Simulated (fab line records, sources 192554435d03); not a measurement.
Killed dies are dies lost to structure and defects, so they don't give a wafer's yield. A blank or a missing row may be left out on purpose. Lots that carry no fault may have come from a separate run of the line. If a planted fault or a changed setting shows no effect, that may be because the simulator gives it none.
Matching of chambers | flow n5-finfet | rie-diel-01 running N5_BEOL_M0_SAQP_STRIP_75: 4 sister chambers
The step strips in CF4. 4 wafers are shown with their chamber, then 8 later ones without.

## WAFERS PAIRED WITH THEIR CHAMBERS
wafer  | chamber | showerhead-plenum-p-Torr (Torr)
L083.4 | 1       | 1.73
L088.4 | 3       | 1.74
L088.5 | 0       | 1.86
L089.1 | 2       | 1.75

## WAFERS WITH NO CHAMBER GIVEN
wafer  | showerhead-plenum-p-Torr (Torr)
L089.3 | 1.74
L089.6 | 1.72
L090.3 | 1.75
L090.4 | 1.86
L090.6 | 1.72
L093.3 | 1.74
L093.4 | 1.75
L093.6 | 1.72

## WHICH CHAMBER EACH ONE RAN IN
wafer  | from the rows above          | in truth
L089.3 | can't be placed: 3 or 1 or 2 | 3
L089.6 | can't be placed: 1 or 3      | 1
L090.3 | can't be placed: 2 or 3      | 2
L090.4 | 0                            | 0
L090.6 | can't be placed: 1 or 3      | 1
L093.3 | can't be placed: 3 or 1 or 2 | 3
L093.4 | can't be placed: 2 or 3      | 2
L093.6 | can't be placed: 1 or 3      | 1
Correctly placed: 1 of 8. These rows do not allow placing 7 (true chamber among the candidates in 7). Number placed wrongly: 0.
How it was worked out, from the rows above alone: a wafer's distance from a chamber is the root of the sum, over the readings, of the square of ((its reading less the chamber's mean) divided by the reading's scatter). If the next closest chamber is less than 2 further off than the closest, the wafer can't be placed; otherwise it belongs to the closest. The mean given for a chamber averages the wafers shown for that chamber. The scatter: with one shown wafer a chamber, the root of the mean of the squares of how far each hidden wafer lies from its nearest shown one.
